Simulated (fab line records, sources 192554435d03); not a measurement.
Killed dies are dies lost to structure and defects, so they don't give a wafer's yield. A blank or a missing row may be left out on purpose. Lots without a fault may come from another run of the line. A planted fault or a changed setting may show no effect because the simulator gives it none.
A struck lot beside a sound one | flow n5_finfet | 15 steps out of a route of 1938
Sound: wafers L804.1, L804.4, L804.6. Struck: wafers L798.2, L798.5, L798.6. The cause comes at the end.
At each step with rows: each side's tool, then ch and its chambers, then its first start. Under that, the readings that differ: sound wafers | struck wafers | difference of the means | sigmas: that difference in standard deviations of wafers without a fault.
alike: readings whose means differ by less than 2 such deviations, and words and numbers that are the same on both sides. not compared: withheld readings, readings that some wafer has no value for, bounds like >300 that may hide the same value, and numbers for which the record gives no deviation and whose values overlap.
The two part at a step that has a row with sigmas, a row that says differs or no value, or rows on one side only. Numbers that don't overlap but have no deviation are shown without sigmas and don't part them. A reading that every wafer of one side lacks parts them only if that side has two wafers or more.

first, 12 steps without rows for these wafers: N5_MOL_CONTACT_COAG_DESCUM_88 (chemistry O2, time 7 s); N5_MOL_CONTACT_COAG_ETCH_89 (etches underlayer in N2/H2, target depth 13 nm, time 10.4 s); N5_MOL_CONTACT_COAG_ETCH_90 (etches SiARC in CF4, target depth 13 nm, time 21.7 s); N5_MOL_CONTACT_COAG_ALD_131 (deposits SiO2, target thk 5 nm, pulse time 1 s, co reactant pulse time 1 s); N5_MOL_CONTACT_COAG_ETCHBACK_132 (etches SiO2 in CHF3, target depth 10 nm, time 6.7 s); N5_MOL_CONTACT_COAG_ETCH_91 (etches SOC in N2/H2, target depth 60 nm, overetch 21 nm, time 101.2 s); N5_MOL_CONTACT_COAG_STRIP_92 (strips in N2/H2); N5_MOL_CONTACT_COAG_STRIP_93 (strips in N2/H2); N5_MOL_CONTACT_COAG_ETCHBACK_135 (etches SiO2 in CHF3, target depth 25 nm, time 16.7 s); N5_MOL_CONTACT_COAG_STRIP_118 (strips in CHF3); N5_MOL_CONTACT_COAG_VIA_ETCH_46 (etches SiO2 in C4F6/O2, target depth 46 nm, overetch 9.2 nm, time 40 s); N5_MOL_CONTACT_COAG_STRIP_96 (strips in N2/H2).
N5_MOL_CONTACT_COAG_ETCH_47: etches SiNx in CH3F/O2, stops on W, target depth 27 nm.
  sound on rie_diel-05 ch 1,2,3, day 10 11:38; struck on rie_diel-01 ch 1,2, day 9 01:25
  reading                                      | sound             | struck                  | difference | sigmas
  etch_rf_on_time_s (s)                        | 31.9 30.8 31.8    | 37.2 37.0 38.2          | +6.0       | +14
  over_etch_frac                               | 0.2 0.2 0.2       | 0.43936 0.43936 0.43936 | +0.23936   |
  model.etch.over_etch_s (s)                   | 5.322 5.133 5.302 | 11.35 11.28 11.67       | +6.18      |
  model.MOL_CONTACT_COAG.feature_depth_nm (nm) | 18.6 18.4 18.4    | 19 19.2 19              | +1         |
  alike: bias_w, drypump_motor_current_A, oes_product_au, rf_vpp_V, showerhead_plenum_p_Torr, throttle_valve_pct
  not compared: rf_hours_counter_h
then, 1 step without rows for these wafers: N5_MOL_CONTACT_COAG_STRIP_119 (strips in N2/H2, time 30 s).
-- the record jumps here: 3 days lie between the struck wafers' starts before and after (it left off in module MOL_CONTACT_COAG and takes up again in module BEOL_M4, whose first step shown is number 1111 of the route) --
N5_BEOL_M4_RC_MEAS_101:
  sound on prober-02 ch 0, day 13 06:05; struck on prober-02 ch 0, day 11 15:51
  reading       | sound          | struck         | difference | sigmas
  DIBL_N (mV/V) | 35.7 35.1 36.3 | 38.9 39.8 38.5 | +3.4       | +2
  SS_P (mV/dec) | 72.6 72.6 73.5 | 74.7 74.5 73.4 | +1.3       | +2
  alike: DIBL_P, IOFF_N, IOFF_P, ION_N, ION_P, SS_N, VT_N, VT_P

WHERE THEY PART
First at N5_MOL_CONTACT_COAG_ETCH_47; last, within this record, at N5_BEOL_M4_RC_MEAS_101.

WHY: what the simulator had put in
Process parameter drift: rie_diel-01, from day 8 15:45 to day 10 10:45, at N5_MOL_CONTACT_COAG_ETCH_47. Setting over_etch_frac, moved by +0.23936, from 0.2. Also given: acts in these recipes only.
